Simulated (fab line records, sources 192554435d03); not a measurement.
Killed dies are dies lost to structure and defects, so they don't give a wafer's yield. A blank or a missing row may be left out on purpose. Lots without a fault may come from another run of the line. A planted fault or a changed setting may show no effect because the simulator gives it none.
Chamber matching | flow n5_finfet | N5_BEOL_M0_SAQP_ETCH_83 on rie_diel-06: 4 sister chambers
The step etches SiARC in CF4, target depth 39 nm, time 65 s. 14 wafers are shown with their chamber, then 7 later ones without.

WAFERS WITH THEIR CHAMBER
wafer  | chamber | drypump_motor_current_A (A) | showerhead_plenum_p_Torr (Torr) | etch_rf_on_time_s (s)
L596.1 | 1       | 6.0                         | 2.11                            | 64.5
L596.4 | 0       | 6.1                         | 2.16                            | 63.2
L596.5 | 3       | 6.8                         | 2.02                            | 66.7
L599.2 | 2       | 4.9                         | 2.13                            | 62.9
L599.5 | 2       | 4.9                         | 2.13                            | 62.8
L599.6 | 3       | 6.8                         | 2.02                            | 67.2
L600.2 | 0       | 6.1                         | 2.16                            | 63.3
L600.4 | 3       | 6.8                         | 2.02                            | 67.3
L600.5 | 3       | 6.8                         | 2.02                            | 67.0
L606.2 | 2       | 4.9                         | 2.12                            | 62.9
L606.3 | 3       | 6.8                         | 2.01                            | 66.7
L606.5 | 0       | 6.1                         | 2.16                            | 62.4
L608.1 | 2       | 4.9                         | 2.12                            | 62.5
L608.2 | 1       | 5.9                         | 2.11                            | 63.2

SIGNATURES (means of the wafers above)
reading                  | chamber 0 | chamber 1 | chamber 2 | chamber 3 | scatter within a chamber
drypump_motor_current_A  | 6.100     | 5.950     | 4.900     | 6.800     | 0.0224
showerhead_plenum_p_Torr | 2.1600    | 2.1100    | 2.1250    | 2.0180    | 0.00424
etch_rf_on_time_s        | 62.967    | 63.850    | 62.775    | 66.980    | 0.418
Rule: a wafer's distance from a chamber is the root of the sum, over the readings, of the square of ((its reading less the chamber's mean) divided by the reading's scatter). The wafer belongs to the nearest chamber; if the next one is less than 2 further off, it can't be placed. The scatter: the root of (the sum of the squares of (reading less its chamber's mean) over the shown wafers, divided by (wafers less chambers)).

WAFERS WITHOUT THEIR CHAMBER
wafer  | drypump_motor_current_A (A) | showerhead_plenum_p_Torr (Torr) | etch_rf_on_time_s (s)
L608.3 | 6.8                         | 2.01                            | 66.8
L615.2 | 5.9                         | 2.10                            | 63.3
L615.3 | 4.9                         | 2.12                            | 63.3
L615.6 | 6.1                         | 2.15                            | 62.6
L616.3 | 4.9                         | 2.12                            | 63.0
L616.5 | 6.0                         | 2.10                            | 63.4
L616.6 | 6.1                         | 2.15                            | 63.2

WHICH CHAMBER EACH WENT THROUGH
wafer  | from the rows above | in truth
L608.3 | 3                   | 3
L615.2 | 1                   | 1
L615.3 | 2                   | 2
L615.6 | 0                   | 0
L616.3 | 2                   | 2
L616.5 | 1                   | 1
L616.6 | 0                   | 0
Placed correctly: 7 of 7. Can't be placed from these rows: 0. Placed wrongly: 0.
